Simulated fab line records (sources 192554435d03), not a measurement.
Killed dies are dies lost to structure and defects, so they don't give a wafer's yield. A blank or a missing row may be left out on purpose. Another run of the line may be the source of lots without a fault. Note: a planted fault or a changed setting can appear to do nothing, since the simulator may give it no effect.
Matching of chambers + flow n5-finfet + N5_BEOL_M10_STRIP_67 on rie-diel-06: 4 sister chambers
The step strips in CF4. 4 wafers are shown with their chamber, then 12 later ones without.

== WAFERS PAIRED WITH THEIR CHAMBERS ==
| wafer  | chamber | throttle-valve-pct (%) |
|--------|---------|------------------------|
| L086.5 | 3       | 14.11                  |
| L087.3 | 2       | 13.38                  |
| L087.4 | 1       | 13.33                  |
| L087.6 | 0       | 13.68                  |

== WAFERS WITHOUT THEIR CHAMBER ==
| wafer  | throttle-valve-pct (%) |
|--------|------------------------|
| L092.2 | 13.71                  |
| L092.4 | 13.42                  |
| L092.6 | 13.41                  |
| L093.2 | 13.34                  |
| L093.5 | 14.15                  |
| L093.6 | 13.44                  |
| L096.2 | 13.71                  |
| L096.3 | 13.37                  |
| L096.4 | 13.42                  |
| L097.1 | 13.75                  |
| L097.2 | 14.19                  |
| L097.6 | 14.17                  |

== THE CHAMBER EACH PASSED THROUGH ==
| wafer  | from the rows above     | in truth |
|--------|-------------------------|----------|
| L092.2 | 0                       | 0        |
| L092.4 | can't be placed: 2 or 1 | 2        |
| L092.6 | can't be placed: 2 or 1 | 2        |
| L093.2 | can't be placed: 1 or 2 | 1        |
| L093.5 | 3                       | 3        |
| L093.6 | can't be placed: 2 or 1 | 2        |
| L096.2 | 0                       | 0        |
| L096.3 | can't be placed: 2 or 1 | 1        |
| L096.4 | can't be placed: 2 or 1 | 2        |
| L097.1 | 0                       | 0        |
| L097.2 | 3                       | 3        |
| L097.6 | 3                       | 3        |
Placed correctly: 6 of 12. From these rows, 6 cannot be placed; in 6 the true chamber is one of the candidates. Number placed wrongly: 0.
How it was worked out, from the rows above alone: a wafer's distance from a chamber is the root of the sum, over the readings, of the square of ((its reading less the chamber's mean) divided by the reading's scatter). If the next closest chamber is less than 2 further off than the closest, the wafer can't be placed; otherwise it belongs to the closest. Each chamber's mean is taken over the wafers shown for it. The scatter (one wafer shown for each chamber): square how far every hidden wafer sits from the nearest shown wafer, average those squares and take the square root.
